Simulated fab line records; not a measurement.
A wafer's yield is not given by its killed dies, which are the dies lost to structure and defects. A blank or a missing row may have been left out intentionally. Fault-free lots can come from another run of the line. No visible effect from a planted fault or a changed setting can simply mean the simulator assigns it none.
fab line records	flow nand-harc
[record] lots = 11	wafers = 33	last-day = 25
route steps=1159 shown A_M1@1057 A_BONDPAD@1059 END@1159
lots with no fault: from the same line, run without faults
start-h: hours from the record's opening day to when the first of the lot's shown wafers began	wait-h: hours from the lot's prior step to this one	" the same as in the row above	L1.1+2: one row covering several wafers at once	- no value, or no start given	* or withheld: withheld	< > ~ a bound
route shown NAME@n: names a module that has steps shown in the file, with the first one's number in the route	usual: mean/standard deviation of fault-free wafers	same: alike in all rows	chamber/n: place in a boat	sites: per-site readings	_std_site: standard deviation of those values	_edge_site: outer sites' mean less inner sites'	radius-mm: for every site, how far away it sits from the centre of the wafer	mask NAME#n: copy n	behind: the tool/chamber that last shaped the wafer	hold: why the lot was held/for how many hours/how that ended	device: the n, p or np transistor that did not switch	end of line: the tests these same wafers got at the end of their route	where a step has no rows: the recipe by itself	killed: dies lost to structure and defects at the first sort, not the wafer's yield	map: per-die view of a wafer (x killed, . not killed, _ where there is no die)
set.NAME: the setting that was run; set.NAME@STEP: the one run at that earlier step	model.NAME: the simulator's own value behind a step, which no gauge read
one table for each step of the route and one row for each wafer, over a sample of lots
services: when a tool's chamber went out of use (start-h, in hours from the record's first day, below 0 if earlier), for how many hours, and the reason
[[steps]]
[step NHARC_A_M1_PRE_CLEAN_32]
[recipe] time-s = 12	temp-c = 370	rf-power-w = 300	gas = NH3
[usual] heater-power-w = 621/60
lot.wafer	tool	chamber	start-h	wait-h	heater-power-w
L728.1	pecvd-04	1	413.63	0.1	620
L728.4	"	0	"	"	567
L728.6	"	1	"	"	621
L727.2	pecvd-01	1	414.11	0.1	642
L727.1	"	2	"	"	687
L727.5	"	2	"	"	694
L729.3	pecvd-01	0	416.41	0.1	524
L729.5	"	1	"	"	738
L729.4	"	2	"	"	677
L730.5	pecvd-04	2	416.81	0.1	617
L730.4	"	0	"	"	652
L730.6	"	1	"	"	576
L732.1	pecvd-03	1	433.44	0.1	661
L732.4	"	0	"	"	529
L732.5	"	1	"	"	651
L738.1	pecvd-01	1	470.12	0.1	609
L738.5	"	0	"	"	582
L738.4	"	2	"	"	636
L741.3	pecvd-01	0	474.68	0.1	592
L741.1	"	1	"	"	682
L741.5	"	1	"	"	683
L744.6	pecvd-03	0	518.86	0.7	599
L744.4	"	1	"	"	652
L744.5	"	2	"	"	660
L747.2	pecvd-03	0	532.14	0.1	514
L747.5	"	0	"	"	511
L747.4	"	1	"	"	644
L749.2	pecvd-04	1	535.53	0.1	608
L749.3	"	2	"	"	659
L749.1	"	0	"	"	624
L750.3	pecvd-03	0	548.49	0.1	580
L750.4	"	0	"	"	572
L750.6	"	1	"	"	614
[step NHARC_A_BONDPAD_DEP_00]
[recipe] target-thk-a = 2500	temp-c = 370	target-thk-nm = 250	pressure-torr = 3	flow-sccm = 200	rf-w = 450	material = SiCN
[usual] heater-power-w = 583/88
lot.wafer	tool	chamber	start-h	wait-h	heater-power-w
L728.1	pecvd-02	1	414.24	-	442
L728.6	"	1	"	"	436
L728.4	"	0	"	"	684
L727.1	pecvd-02	2	414.74	-	643
L727.2	"	0	"	"	679
L727.5	"	0	"	"	705
L729.3	pecvd-03	0	417.04	-	409
L729.4	"	1	"	"	592
L729.5	"	2	"	"	613
L730.5	pecvd-02	2	417.54	-	573
L730.6	"	0	"	"	731
L730.4	"	1	"	"	492
L732.1	pecvd-04	0	434.11	-	572
L732.4	"	0	"	"	595
L732.5	"	2	"	"	625
L738.1	pecvd-02	1	470.81	-	456
L738.4	"	0	"	"	602
L738.5	"	0	"	"	627
L741.1	pecvd-02	0	475.31	-	658
L741.3	"	1	"	"	502
L741.5	"	1	"	"	392
L744.6	pecvd-03	0	-	-	492
L744.4	"	1	"	"	509
L744.5	"	2	"	"	578
L747.2	pecvd-02	2	532.85	-	670
L747.5	"	0	"	"	724
L747.4	"	1	"	"	433
L749.1	pecvd-02	1	536.16	-	501
L749.2	"	2	"	"	683
L749.3	"	0	"	"	686
L750.3	pecvd-02	2	549.21	-	674
L750.6	"	0	"	"	703
L750.4	"	1	"	"	426
[step NHARC_A_BONDPAD_ETCH_34]
[recipe] target-depth-a = 600	overetch-a = 180	time-s = 65.91	ion-energy-ev = 200	n2-flow-sccm = 150	h2-flow-sccm = 150	ar-flow-sccm = 0	rf-w = 400	bias-w = 150	chemistry = N2/H2
[usual] drypump-motor-current-A = 6.0/0.46	h2-flow-sccm = 150.0/0.44	n2-flow-sccm = 149.9/0.42	oes-product-au = 0.999/0.01	rf-vpp-V = 429.8/2.2	run-length-s = 87.2/0.41	showerhead-plenum-p-Torr = 2.01/0.072	throttle-valve-pct = 14.171/0.0094
lot.wafer	tool	chamber	start-h	wait-h	drypump-motor-current-A	h2-flow-sccm	n2-flow-sccm	oes-product-au	rf-hours-counter-h	rf-vpp-V	run-length-s	showerhead-plenum-p-Torr	throttle-valve-pct
L728.1	rie-diel-06	3	415.66	0.1	6.5	150.6	150.2	0.995	6	427.4	87.3	1.93	14.159
L728.4	"	2	"	"	6.5	150.0	149.6	1.013	-	427.8	87.0	1.94	14.167
L728.6	"	3	"	"	6.5	150.0	150.7	0.995	-	428.0	87.5	1.93	14.180
L727.1	rie-diel-04	1	416.29	0.1	5.7	150.1	149.1	0.975	21	432.1	87.3	2.09	14.168
L727.2	"	2	"	"	5.8	149.6	150.6	0.997	21	429.9	87.0	1.97	14.161
L727.5	"	1	"	"	5.7	150.7	149.9	0.987	-	431.7	87.4	2.09	14.184
L729.3	rie-diel-04	0	418.59	0.1	4.8	149.8	149.7	1.013	25	426.6	87.5	1.91	14.185
L729.5	"	0	"	"	4.8	149.8	149.5	1.006	-	426.2	87.2	1.91	14.174
L729.4	"	2	"	"	5.8	149.3	150.4	1.003	-	428.5	87.1	1.97	14.156
L730.4	rie-diel-07	3	418.89	0.1	6.2	150.2	149.8	1.004	1	432.5	87.3	2.13	14.170
L730.6	"	1	"	"	5.7	150.5	150.7	0.993	-	432.5	87.4	2.07	14.161
L730.5	"	2	"	"	6.0	150.4	150.3	0.994	-	430.7	87.7	2.03	14.178
L732.4	rie-diel-06	1	435.64	0.1	6.3	149.7	150.1	1.000	0	428.9	88.1	2.01	14.162
L732.1	"	2	"	"	6.5	149.6	149.8	1.008	0	426.1	87.1	1.94	14.166
L732.5	"	0	"	"	5.8	150.1	150.2	0.983	-	431.9	86.9	2.08	14.173
L738.1	rie-diel-06	0	472.29	0.1	5.9	150.3	150.3	1.000	2	431.6	87.1	2.08	14.171
L738.4	"	0	"	"	5.9	149.9	149.9	0.992	-	431.2	86.9	2.08	14.189
L738.5	"	2	"	"	6.6	150.6	150.4	1.013	-	428.1	87.1	1.94	14.176
L741.1	rie-diel-06	0	476.86	0.1	5.8	149.8	149.4	0.998	2	431.8	87.0	2.08	14.180
L741.3	"	2	"	"	6.5	150.3	150.2	1.011	2	428.1	86.6	1.94	14.180
L741.5	"	2	"	"	6.5	149.9	150.1	1.010	-	427.0	86.5	1.94	14.174
L744.4	rie-diel-07	0	520.87	0.1	5.5	149.4	150.9	1.008	39	432.7	87.2	2.09	14.177
L744.6	"	0	"	"	5.5	150.5	150.7	1.000	-	431.4	87.2	2.09	14.183
L744.5	"	1	"	"	5.6	151.2	150.1	1.007	-	430.5	87.3	2.06	14.189
L747.4	rie-diel-07	1	534.16	0.1	5.7	150.4	150.2	1.010	45	432.4	87.3	2.06	14.162
L747.2	"	3	"	"	6.2	150.5	150.2	0.997	46	432.5	87.4	2.11	14.161
L747.5	"	0	"	"	5.5	150.1	150.0	1.006	-	432.8	86.9	2.08	14.160
L749.3	rie-diel-04	1	537.68	0.1	5.7	150.3	149.9	1.006	13	431.4	87.2	2.08	14.182
L749.2	"	2	"	"	5.8	149.9	150.2	0.995	12	427.0	87.0	1.96	14.169
L749.1	"	0	"	"	4.8	149.9	150.4	1.013	14	426.5	87.3	1.90	14.176
L750.3	rie-diel-06	0	550.54	0.1	5.9	149.6	149.8	0.987	5	431.2	86.4	2.08	14.162
L750.6	"	0	"	"	5.8	150.4	149.5	0.993	-	432.4	86.9	2.08	14.186
L750.4	"	1	"	"	6.4	150.4	149.9	0.996	-	429.1	87.7	2.01	14.159
[step NHARC_A_BONDPAD_ETCH_12]
[recipe] target-depth-a = 2200	time-s = 110	chf3-flow-sccm = 50	o2-flow-sccm = 10	ar-flow-sccm = 200	rf-w = 500	bias-w = 200	chemistry = CHF3/O2
[usual] drypump-motor-current-A = 6.0/0.47	oes-product-au = 0.937/0.022	rf-vpp-V = 370.1/1.9	run-length-s = 131.3/0.43	showerhead-plenum-p-Torr = 2.38/0.082	throttle-valve-pct = 20.572/0.0086
lot.wafer	tool	chamber	start-h	wait-h	drypump-motor-current-A	oes-product-au	rf-hours-counter-h	rf-vpp-V	run-length-s	showerhead-plenum-p-Torr	throttle-valve-pct
L728.1	rie-diel-06	2	415.78	-	6.5	0.960	7	368.1	130.5	2.30	20.559
L728.6	"	3	"	"	6.5	0.945	-	368.4	131.2	2.28	20.591
L728.4	"	2	"	"	6.5	0.956	-	368.3	130.6	2.30	20.575
L727.1	rie-diel-04	0	416.41	-	4.8	0.917	24	367.7	131.7	2.26	20.562
L727.2	"	1	"	"	5.7	0.919	21	371.7	131.6	2.46	20.553
L727.5	"	0	"	"	4.8	0.913	-	367.1	131.4	2.26	20.570
L729.3	rie-diel-04	1	418.79	-	5.7	0.910	22	372.0	131.5	2.46	20.568
L729.5	"	0	"	"	4.8	0.920	-	367.3	131.8	2.26	20.573
L729.4	"	1	"	"	5.7	0.907	-	371.1	131.5	2.46	20.576
L730.4	rie-diel-07	3	418.98	-	6.2	0.962	1	372.8	131.6	2.50	20.570
L730.6	"	2	"	"	5.9	0.960	-	370.6	131.8	2.39	20.570
L730.5	"	3	"	"	6.2	0.947	-	372.9	131.2	2.50	20.572
L732.1	rie-diel-06	2	435.73	-	6.5	0.988	0	368.4	130.6	2.30	20.570
L732.4	"	0	"	"	5.8	0.949	0	371.0	130.6	2.45	20.554
L732.5	"	2	"	"	6.5	0.990	-	369.7	131.1	2.30	20.585
L738.1	rie-diel-06	3	472.41	-	6.5	0.953	2	368.2	131.1	2.28	20.574
L738.4	"	0	"	"	5.9	0.956	-	371.4	130.8	2.45	20.578
L738.5	"	2	"	"	6.5	0.974	-	367.8	130.7	2.30	20.560
L741.3	rie-diel-06	3	476.97	-	6.5	0.923	2	367.5	60.6	2.28	20.583
L741.1	"	2	"	"	6.5	0.921	2	368.9	130.8	2.30	20.566
L741.5	"	0	"	"	5.9	0.916	-	371.8	130.8	2.45	20.570
L744.4	rie-diel-07	3	520.97	-	6.2	0.931	40	373.5	131.3	2.49	20.554
L744.6	"	2	"	"	5.9	0.929	-	369.8	132.0	2.37	20.569
L744.5	"	3	"	"	6.2	0.921	-	371.8	131.3	2.49	20.578
L747.2	rie-diel-07	0	534.24	-	5.5	0.921	44	371.3	131.0	2.45	20.577
L747.4	"	3	"	"	6.2	0.924	46	372.1	131.0	2.48	20.571
L747.5	"	0	"	"	5.5	0.926	-	371.4	131.1	2.45	20.568
L749.3	rie-diel-04	0	537.78	-	4.8	0.932	14	368.5	131.5	2.25	20.560
L749.1	"	2	"	"	5.8	0.912	12	370.2	131.2	2.31	20.574
L749.2	"	3	"	"	6.5	0.921	14	372.1	131.0	2.49	20.580
L750.3	rie-diel-06	1	550.64	-	6.3	0.926	3	369.2	132.0	2.37	20.574
L750.4	"	1	"	"	6.3	0.922	-	369.5	132.0	2.37	20.567
L750.6	"	0	"	"	5.8	0.903	-	371.6	130.7	2.45	20.565
[step NHARC_END_SORT_01]
[recipe] temp-c = 25
[usual] defect-limited-yield = 95.3/1.7	killed-at-array = 28/11	killed-at-other = 0.8/1.1	killed-at-periphery = 3.3/2.8	killed-dies = 32/11	killed-open = 3.3/1.9	killed-short = 1.9/1.4	sort_bin_2_pct = 1.4/0.68	sort_bin_3_pct = 0.25/0.24	sort_bin_4_pct = 3.0/1.1	sort-n-pass = 645/11	sort-rim-yield-pct = 95.3/2.5	sort-yield-pct = 95.3/1.7
[same] gross-dies = 677	sort_bin_5_pct[%] = 0	sort_bin_6_pct[%] = 0	sort_bin_7_pct[%] = 0	sort_bin_8_pct[%] = 0	sort-rim-n-gross = 106.00
lot.wafer	tool	chamber	start-h	wait-h	hold	defect-limited-yield[%]	killed-at-array	killed-at-other	killed-at-periphery	killed-dies	killed-open	killed-short	sort_bin_2_pct[%]	sort_bin_3_pct[%]	sort_bin_4_pct[%]	sort-n-pass	sort-rim-yield-pct[%]	sort-yield-pct[%]
L727.1	prober-02	0	448.53	2.5	-	96.3	24	0	1	25	4	0	1.5	0.15	2.1	652	100.0	96.3
L727.2	prober-02	0	449.32	2.8	-	96.8	21	0	1	22	3	0	0.9	0.15	2.2	655	96.2	96.8
L727.5	prober-02	0	451.69	3.7	-	96.6	21	1	1	23	1	1	0.9	0.30	2.2	654	98.1	96.6
L728.1	prober-01	0	448.68	2.5	-	96.8	21	0	1	22	0	3	0.6	0.44	2.2	655	95.3	96.8
L728.4	prober-01	0	451.06	3.4	-	97.3	16	0	2	18	2	2	0.7	0	1.9	659	96.2	97.3
L728.6	prober-01	0	452.65	4.0	-	97.9	7	3	4	14	1	2	0.7	0.30	1.0	663	100.0	97.9
L729.3	prober-02	0	457.90	3.1	-	97.2	8	1	10	19	3	0	1.2	0	1.6	658	93.4	97.2
L729.4	prober-02	0	458.70	3.4	-	97.6	12	2	2	16	2	2	0.6	0	1.8	661	98.1	97.6
L729.5	prober-02	0	459.51	3.7	-	97.6	13	0	3	16	4	1	1.0	0	1.3	661	97.2	97.6
L730.4	prober-01	0	458.83	3.4	-	94.5	27	0	10	37	1	2	1.6	0.15	3.7	640	94.3	94.5
L730.5	prober-01	0	459.62	3.7	-	95.7	19	1	9	29	3	0	1.3	0.15	2.8	648	96.2	95.7
L730.6	prober-01	0	460.41	4.0	-	94.8	23	0	12	35	1	3	1.6	0.30	3.2	642	95.3	94.8
L732.1	prober-02	0	468.81	2.5	-	96.8	18	2	2	22	2	2	0.4	0.30	2.5	655	94.3	96.8
L732.4	prober-02	0	471.20	3.4	-	96.2	21	0	5	26	0	1	0.9	0	3.0	651	92.5	96.2
L732.5	prober-02	0	472.00	3.7	-	97.2	17	0	2	19	1	0	0.7	0	2.1	658	94.3	97.2
L741.1	prober-02	0	506.00	2.5	await-dispo/3.3h/release	93.6	34	3	6	43	1	3	2.1	0.30	4.0	634	95.3	93.6
L741.3	prober-02	0	507.63	3.1	await-dispo/3.3h/release	0	666	5	6	677	2	0	95.6	0.44	4.0	0	0	0
L741.5	prober-02	0	509.25	3.8	await-dispo/3.3h/release	93.4	40	4	1	45	0	3	2.4	0.59	3.7	632	97.2	93.4
L738.1	prober-01	0	510.22	2.5	-	95.4	27	1	3	31	6	3	1.6	0.15	2.8	646	95.3	95.4
L738.4	prober-01	0	512.60	3.4	-	95.4	30	0	1	31	2	7	1.3	0.15	3.1	646	93.4	95.4
L738.5	prober-01	0	513.39	3.7	-	95.0	31	0	3	34	5	1	1.3	0.44	3.2	643	92.5	95.0
L744.4	prober-01	0	563.42	3.4	-	95.1	23	4	6	33	2	3	1.6	0.30	3.0	644	92.5	95.1
L744.5	prober-01	0	564.22	3.7	-	95.3	29	1	2	32	5	1	1.0	0.30	3.4	645	95.3	95.3
L744.6	prober-01	0	565.02	4.0	-	95.7	24	2	3	29	4	4	1.3	0.15	2.8	648	98.1	95.7
L749.1	prober-01	0	568.77	2.5	-	96.5	21	0	3	24	3	1	1.0	0	2.5	653	97.2	96.5
L749.2	prober-01	0	569.57	2.8	-	96.2	23	0	3	26	1	2	1.2	0.15	2.5	651	94.3	96.2
L749.3	prober-01	0	570.37	3.1	-	95.1	29	0	4	33	4	3	2.1	0.15	2.7	644	92.5	95.1
L747.2	prober-02	0	577.23	2.7	-	95.9	27	0	1	28	2	4	1.0	0.15	3.0	649	94.3	95.9
L747.4	prober-02	0	578.83	3.4	-	94.8	32	1	2	35	6	2	1.3	0.30	3.5	642	94.3	94.8
L747.5	prober-02	0	579.63	3.7	-	94.5	35	0	2	37	5	1	0.9	0.15	4.4	640	93.4	94.5
L750.3	prober-02	0	585.83	3.1	-	91.9	46	5	4	55	4	3	2.7	0.15	5.3	622	95.3	91.9
L750.4	prober-02	0	586.62	3.4	-	92.9	44	2	2	48	2	2	2.2	0.44	4.4	629	91.5	92.9
L750.6	prober-02	0	588.21	4.0	-	93.1	43	0	4	47	4	1	2.5	0.15	4.3	630	94.3	93.1
// killed by level:class
L727.1 A_CHANNEL_HOLE_D1:chamber-film-flake=14 A_CONTACT:chamber-film-flake=4 P_M0:geometric-particle:open=1 A_SOURCE_PLATE:geometric-particle:open=1 A_CHANNEL_FILL_D1:geometric-particle:open=1 A_M0:geometric-particle:open=1 A_ZERO_WELL:chamber-film-flake=1 A_SLIT:unspecified=1
L728.1 A_SLIT:chamber-film-flake=9 A_WL_FILL:chamber-film-flake=3 A_M1:chamber-film-flake=3 A_STAIRCASE:chamber-film-flake=2 P_M0:geometric-particle:short=1 A_CHANNEL_FILL_D1:geometric-particle:short=1 A_CONTACT:geometric-particle:short=1 A_CHANNEL_HOLE_D1:chamber-film-flake=1
L727.2 A_CHANNEL_HOLE_D1:chamber-film-flake=13 A_SLIT:chamber-film-flake=3 A_CHANNEL_FILL_D1:geometric-particle:open=1 A_BLC:geometric-particle:open=1 A_M1:geometric-particle:open=1 P_CONTACT:chamber-film-flake=1 A_ZERO_WELL:chamber-film-flake=1 A_CONTACT:chamber-film-flake=1
L728.4 A_SLIT:chamber-film-flake=6 A_CHANNEL_HOLE_D1:chamber-film-flake=3 A_CONTACT:chamber-film-flake=2 P_M0:geometric-particle:open=1 A_ONON_D1:geometric-particle:short=1 A_CONTACT:geometric-particle:open=1 A_M0:geometric-particle:short=1 P_GATE:chamber-film-flake=1
L727.5 A_CHANNEL_HOLE_D1:chamber-film-flake=14 A_SLIT:chamber-film-flake=2 A_CONTACT:chamber-film-flake=2 P_GATE:geometric-particle:open=1 A_M1:geometric-particle:short=1 A_ZERO_WELL:chamber-film-flake=1 A_STAIRCASE:chamber-film-flake=1 THIN_TSV:chamber-film-flake=1
L728.6 A_SLIT:chamber-film-flake=5 P_ZERO_WELL:chamber-film-flake=3 THIN_TSV:chamber-film-flake=2 P_GATE:geometric-particle:short=1 A_CHANNEL_FILL_D1:geometric-particle:short=1 STARTING-WAFER:geometric-particle:open=1 A_STAIRCASE:chamber-film-flake=1
L729.3 P_ZERO_WELL:chamber-film-flake=5 P_BONDPAD:chamber-film-flake=3 A_BLC:geometric-particle:open=2 P_STI:chamber-film-flake=2 A_CHANNEL_HOLE_D1:chamber-film-flake=2 A_CONTACT:geometric-particle:open=1 A_CHANNEL_FILL_D1:chamber-film-flake=1 A_STAIRCASE:chamber-film-flake=1
L729.4 A_CHANNEL_HOLE_D1:chamber-film-flake=4 A_CONTACT:geometric-particle:open=2 A_CONTACT:chamber-film-flake=2 THIN_TSV:chamber-film-flake=2 A_ONON_D1:geometric-particle:short=1 A_WL_FILL:geometric-particle:short=1 P_GATE:chamber-film-flake=1 P_BONDPAD:chamber-film-flake=1
L730.4 A_CHANNEL_HOLE_D1:chamber-film-flake=10 A_SLIT:chamber-film-flake=8 A_WL_FILL:chamber-film-flake=4 P_M0:chamber-film-flake=3 P_BONDPAD:chamber-film-flake=3 P_STI:chamber-film-flake=2 A_CONTACT:chamber-film-flake=2 P_M0:geometric-particle:open=1
L729.5 A_STAIRCASE:chamber-film-flake=3 A_CONTACT:chamber-film-flake=3 A_CHANNEL_FILL_D1:geometric-particle:open=2 P_BONDPAD:chamber-film-flake=2 A_STAIRCASE:geometric-particle:open=1 A_CONTACT:geometric-particle:short=1 A_BLC:geometric-particle:open=1 P_ZERO_WELL:chamber-film-flake=1
L730.5 A_SLIT:chamber-film-flake=8 A_CHANNEL_HOLE_D1:chamber-film-flake=6 P_BONDPAD:chamber-film-flake=5 A_M0:geometric-particle:open=2 A_CONTACT:chamber-film-flake=2 P_M1:geometric-particle:open=1 P_ZERO_WELL:chamber-film-flake=1 P_STI:chamber-film-flake=1
L730.6 A_CHANNEL_HOLE_D1:chamber-film-flake=11 A_SLIT:chamber-film-flake=8 P_STI:chamber-film-flake=4 A_CHANNEL_FILL_D1:geometric-particle:short=3 P_M0:chamber-film-flake=3 P_BONDPAD:chamber-film-flake=3 A_CONTACT:geometric-particle:open=1 P_ZERO_WELL:chamber-film-flake=1
L732.1 A_SLIT:chamber-film-flake=6 A_STAIRCASE:chamber-film-flake=5 A_BLC:geometric-particle:open=2 THIN_TSV:chamber-film-flake=2 A_CONTACT:geometric-particle:short=1 A_BLC:geometric-particle:short=1 P_ZERO_WELL:chamber-film-flake=1 P_GATE:chamber-film-flake=1
L732.4 A_STAIRCASE:chamber-film-flake=6 A_CHANNEL_HOLE_D1:chamber-film-flake=5 A_SLIT:chamber-film-flake=4 A_CONTACT:chamber-film-flake=3 P_ZERO_WELL:chamber-film-flake=2 P_GATE:chamber-film-flake=2 A_WL_FILL:chamber-film-flake=2 A_M0:geometric-particle:short=1
L732.5 A_SLIT:chamber-film-flake=7 A_STAIRCASE:chamber-film-flake=5 P_ZERO_WELL:chamber-film-flake=2 A_CHANNEL_HOLE_D1:chamber-film-flake=2 A_CONTACT:geometric-particle:open=1 A_WL_FILL:chamber-film-flake=1 A_CONTACT:chamber-film-flake=1
L741.1 A_CHANNEL_HOLE_D1:chamber-film-flake=20 A_CONTACT:chamber-film-flake=5 THIN_TSV:chamber-film-flake=3 P_M1:chamber-film-flake=2 A_SLIT:chamber-film-flake=2 P_M0:geometric-particle:open=1 A_CONTACT:geometric-particle:short=1 A_BLC:geometric-particle:short=1
L741.3 A_BONDPAD:area-etch=630 A_CHANNEL_HOLE_D1:chamber-film-flake=22 A_STAIRCASE:chamber-film-flake=6 A_CONTACT:chamber-film-flake=6 THIN_TSV:chamber-film-flake=5 P_M1:chamber-film-flake=3 P_CONTACT:geometric-particle:open=1 P_M0:geometric-particle:open=1
L741.5 A_CHANNEL_HOLE_D1:chamber-film-flake=21 A_STAIRCASE:chamber-film-flake=8 A_CONTACT:chamber-film-flake=7 THIN_TSV:chamber-film-flake=4 A_WL_FILL:geometric-particle:short=1 A_M0:geometric-particle:short=1 A_M1:geometric-particle:short=1 P_M1:chamber-film-flake=1
L738.1 A_SLIT:chamber-film-flake=9 A_STAIRCASE:chamber-film-flake=6 A_WL_FILL:chamber-film-flake=4 P_CONTACT:geometric-particle:open=2 A_CHANNEL_FILL_D1:geometric-particle:short=2 A_CONTACT:geometric-particle:open=2 A_CONTACT:chamber-film-flake=2 P_M2:geometric-particle:open=1
L738.4 A_SLIT:chamber-film-flake=10 A_ONON_D1:geometric-particle:short=4 A_CHANNEL_HOLE_D1:chamber-film-flake=3 A_SGD_CUT:chamber-film-flake=3 A_WL_FILL:chamber-film-flake=3 A_WL_FILL:geometric-particle:short=2 A_CHANNEL_FILL_D1:geometric-particle:open=1 A_CONTACT:geometric-particle:open=1
L738.5 A_SLIT:chamber-film-flake=15 A_STAIRCASE:chamber-film-flake=4 A_CHANNEL_HOLE_D1:chamber-film-flake=3 A_CONTACT:chamber-film-flake=3 P_M0:geometric-particle:open=2 A_CONTACT:geometric-particle:open=2 A_WL_FILL:chamber-film-flake=2 P_CONTACT:geometric-particle:open=1
L744.4 A_STAIRCASE:chamber-film-flake=8 A_CHANNEL_HOLE_D1:chamber-film-flake=6 P_M1:chamber-film-flake=6 THIN_TSV:chamber-film-flake=4 A_WL_FILL:chamber-film-flake=2 A_ONON_D1:geometric-particle:open=1 A_ONON_D1:geometric-particle:short=1 A_CHANNEL_FILL_D1:geometric-particle:short=1
L744.5 A_STAIRCASE:chamber-film-flake=12 A_CHANNEL_HOLE_D1:chamber-film-flake=9 A_M0:geometric-particle:open=2 A_CONTACT:chamber-film-flake=2 A_CHANNEL_FILL_D1:geometric-particle:open=1 A_WL_FILL:geometric-particle:short=1 A_WL_FILL:geometric-particle:open=1 A_CONTACT:geometric-particle:open=1
L744.6 A_STAIRCASE:chamber-film-flake=10 A_CHANNEL_HOLE_D1:chamber-film-flake=7 A_WL_FILL:geometric-particle:short=2 P_M0:geometric-particle:open=1 A_ONON_D1:geometric-particle:open=1 A_SLIT:geometric-particle:open=1 A_CONTACT:geometric-particle:open=1 A_M0:geometric-particle:short=1
L749.1 A_CONTACT:chamber-film-flake=11 A_CHANNEL_HOLE_D1:chamber-film-flake=7 P_CONTACT:geometric-particle:open=2 A_CHANNEL_FILL_D1:geometric-particle:short=1 A_M0:geometric-particle:open=1 P_ZERO_WELL:chamber-film-flake=1 A_STAIRCASE:chamber-film-flake=1
L749.2 A_CHANNEL_HOLE_D1:chamber-film-flake=9 A_CONTACT:chamber-film-flake=5 A_STAIRCASE:chamber-film-flake=4 P_ZERO_WELL:chamber-film-flake=3 A_CHANNEL_HOLE_D1:geometric-particle:short=1 A_CONTACT:geometric-particle:open=1 A_CONTACT:geometric-particle:short=1 A_CHANNEL_FILL_D1:chamber-film-flake=1
L749.3 A_CONTACT:chamber-film-flake=13 A_STAIRCASE:chamber-film-flake=5 A_CONTACT:geometric-particle:open=4 P_ZERO_WELL:chamber-film-flake=3 A_CHANNEL_FILL_D1:geometric-particle:short=2 A_CHANNEL_HOLE_D1:chamber-film-flake=2 A_SLIT:chamber-film-flake=2 A_SGD_CUT:geometric-particle:short=1
L747.2 A_SLIT:chamber-film-flake=15 A_CHANNEL_HOLE_D1:chamber-film-flake=5 A_CONTACT:geometric-particle:short=2 P_CONTACT:geometric-particle:short=1 A_ONON_D1:geometric-particle:open=1 A_CHANNEL_FILL_D1:geometric-particle:open=1 A_SGD_CUT:geometric-particle:short=1 A_WL_FILL:chamber-film-flake=1
L747.4 A_SLIT:chamber-film-flake=15 A_CHANNEL_HOLE_D1:chamber-film-flake=5 A_WL_FILL:chamber-film-flake=3 A_M0:geometric-particle:open=2 A_CONTACT:chamber-film-flake=2 P_STI:geometric-particle:open=1 P_M2:geometric-particle:open=1 A_SOURCE_PLATE:geometric-particle:open=1
L747.5 A_SLIT:chamber-film-flake=19 A_CHANNEL_HOLE_D1:chamber-film-flake=7 A_CONTACT:chamber-film-flake=4 P_CONTACT:geometric-particle:short=1 P_CONTACT:geometric-particle:open=1 A_SOURCE_PLATE:geometric-particle:open=1 A_SGD_CUT:geometric-particle:open=1 A_CONTACT:geometric-particle:open=1
L750.3 A_CHANNEL_HOLE_D1:chamber-film-flake=21 A_SLIT:chamber-film-flake=16 THIN_TSV:chamber-film-flake=5 A_CONTACT:chamber-film-flake=4 A_WL_FILL:geometric-particle:open=2 P_CONTACT:geometric-particle:short=1 P_M0:geometric-particle:open=1 P_M2:geometric-particle:short=1
L750.4 A_CHANNEL_HOLE_D1:chamber-film-flake=22 A_SLIT:chamber-film-flake=11 A_WL_FILL:chamber-film-flake=4 A_CONTACT:chamber-film-flake=3 THIN_TSV:chamber-film-flake=2 P_M0:geometric-particle:open=1 A_SGD_CUT:geometric-particle:short=1 A_WL_FILL:geometric-particle:short=1
L750.6 A_CHANNEL_HOLE_D1:chamber-film-flake=21 A_SLIT:chamber-film-flake=10 A_CONTACT:chamber-film-flake=6 A_STAIRCASE:chamber-film-flake=2 P_M0:geometric-particle:open=1 A_CHANNEL_HOLE_D1:geometric-particle:short=1 A_CHANNEL_FILL_D1:geometric-particle:open=1 A_WL_FILL:geometric-particle:open=1
[[services]]
tool	chamber	start-h	hours	kind
rie-diel-06	0	397.20	-	clean
rie-diel-06	1	397.20	-	clean
rie-diel-06	2	397.20	-	clean
rie-diel-06	3	397.20	-	clean
rie-diel-04	3	404.91	21.6	repair
rie-diel-07	-	405.20	9.0	pm
rie-diel-06	1	412.96	17.0	repair
rie-diel-06	3	417.92	7.5	repair
rie-diel-06	-	418.20	9.0	pm
rie-diel-06	0	418.20	9.0	vent-cycle
rie-diel-06	2	418.20	9.0	vent-cycle
pecvd-01	-	418.50	13.0	pm
rie-diel-06	0	427.20	-	clean
rie-diel-04	0	448.06	6.4	repair
rie-diel-04	-	466.28	9.0	pm
pecvd-02	2	466.79	20.7	repair
rie-diel-06	1	471.06	49.6	repair
pecvd-03	-	473.48	13.0	pm
rie-diel-04	2	483.06	4.3	repair
pecvd-02	0	487.25	6.2	repair
pecvd-03	-	511.88	1.7	repair
pecvd-02	-	515.61	13.0	pm
rie-diel-06	3	546.50	7.1	repair
rie-diel-04	1	550.50	8.3	repair
[[key]]
[first-sign] step = NHARC_A_BONDPAD_ETCH_12	reading = run-length-s	direction = down	sigmas = 99+	usual = *	struck = *
[effect] step = NHARC_END_SORT_01	reading = sort_bin_2_pct	direction = up	sigmas = 99+	usual = 1.4	struck = 95.6
[more-kills-born-at] NHARC_A_BONDPAD_ETCH_12@rie-diel-06 = 630
met-at NHARC_A_BONDPAD_ETCH_12
struck-lots L741
struck-wafers L741.3
later-rows-left-out L741.3
not-acting-at NHARC_A_M1_PRE_CLEAN_32,NHARC_A_BONDPAD_DEP_00,NHARC_A_BONDPAD_ETCH_34
onset-between 472.41 476.97
[fault] kind = process-parameter-drift	tool = rie-diel-06	chamber = -	onset-h = 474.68	steps = NHARC_A_BONDPAD_ETCH_12	channel = time-s	offset = *	shape = step	end-h = 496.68	scope = struck-wafers-only	acts-in = *	stated = *
// later-rows-left-out: the simulator's readings of these wafers behind a module that went badly wrong aren't trusted and aren't shown, but for the sort
